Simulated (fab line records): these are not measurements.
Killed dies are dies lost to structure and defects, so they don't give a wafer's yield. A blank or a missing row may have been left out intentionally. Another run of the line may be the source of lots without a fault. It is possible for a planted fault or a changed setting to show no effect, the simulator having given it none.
8D (eight disciplines) problem report, filled in by code + flow n5_finfet + the parts of the form that need people (team, actions taken, sign-off) are left out

== 1. WHAT WENT WRONG ==
Mean of etch_rf_on_time_s at N5_BEOL_M4_ETCH_63: 29.4 s across 2 wafers in 2 lots; on wafers with no fault it is 25.5 s (standard deviation 0.64). That puts it +6.0 standard deviations away from the usual mean.
The step: etches SiARC in CF4, target depth 15.6 nm, time 26 s.
First seen on wafer L883.6, day 11 04:37, on rie_diel-02. The record has a number at this step for 25 wafers belonging to 9 lots. The rule behind "out" and "out of limits": a value lying over 4 standard deviations away from the usual mean. The other wafers with a number count as sound.

== 2. WHAT THIS IS AND IS NOT ==
| question                    | is                | is not                                                                                                         |
|-----------------------------|-------------------|----------------------------------------------------------------------------------------------------------------|
| which readings at this step | etch_rf_on_time_s | cf4_flow_sccm, drypump_motor_current_A, oes_product_au, rf_vpp_V, showerhead_plenum_p_Torr, throttle_valve_pct |
| which lots                  | L883, L885        | L869, L873, L877, L880, L881, L890, L892                                                                       |
| which wafers of those lots  | L883.6, L885.2    | L883.3, L883.4, L885.5                                                                                         |
| read on which tools         | rie_diel-02       | rie_diel-01, rie_diel-03                                                                                       |
| when                        | from day 11 04:37 | up to then (17 sound wafers); but 6 sound wafers of L885, L890, L892 came after                                |

== 3. WHAT RULES OUT EACH SUSPECT ==
Counting: any tool at a process step up to the reading remains a suspect provided it ran every lot that is out. Sound lots after the first of them don't rule it out here, since some wafers of a struck lot are sound.
- rie_diel-02 at N5_BEOL_M4_ETCH_63 (etches SiARC in CF4, target depth 15.6 nm, time 26 s): kept. It processed each lot that is out (first: L883, day 11 04:37); up to then, its last sound lot is L880 (day 10 11:16). Its own readings are out on those wafers: etch_rf_on_time_s.
The count leaves rie_diel-02 at N5_BEOL_M4_ETCH_63.

== 4. THE CAUSE (what the simulator had put in) ==
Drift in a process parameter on rie_diel-02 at N5_BEOL_M4_ETCH_63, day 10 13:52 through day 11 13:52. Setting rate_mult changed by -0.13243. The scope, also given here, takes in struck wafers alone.
Counting left only this tool.

== 5. THE CHAIN OF EFFECTS, in route order ==
Rows list readings where the struck wafers' mean (over those with a number) sits beyond 3 standard deviations from the usual. Only readings for which the record gives a usual standard deviation are gone through. hours: the time from each lot's start at the first step in this table that gives one to its start at this step, as a median over the lots. sigmas: the change in usual standard deviations.
| hours | step               | reading           | usual  | on struck wafers | change | sigmas |
|-------|--------------------|-------------------|--------|------------------|--------|--------|
| 0     | N5_BEOL_M4_ETCH_63 | etch_rf_on_time_s | 25.5 s | 29.4             | +3.9   | +6.0   |
Here are the process steps it includes:
- N5_BEOL_M4_ETCH_63: etches SiARC in CF4, target depth 15.6 nm, time 26 s.
Later steps that measure or inspect, where all struck wafers having a row at the step show a number for every such reading and not one has moved that far: N5_BEOL_M4_RC_MEAS_101.

== 6. HOW IT WOULD HAVE BEEN CAUGHT EARLIER ==
In this record no reading fell out of limits until day 11 04:37, 15 hours after the fault had begun at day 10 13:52.
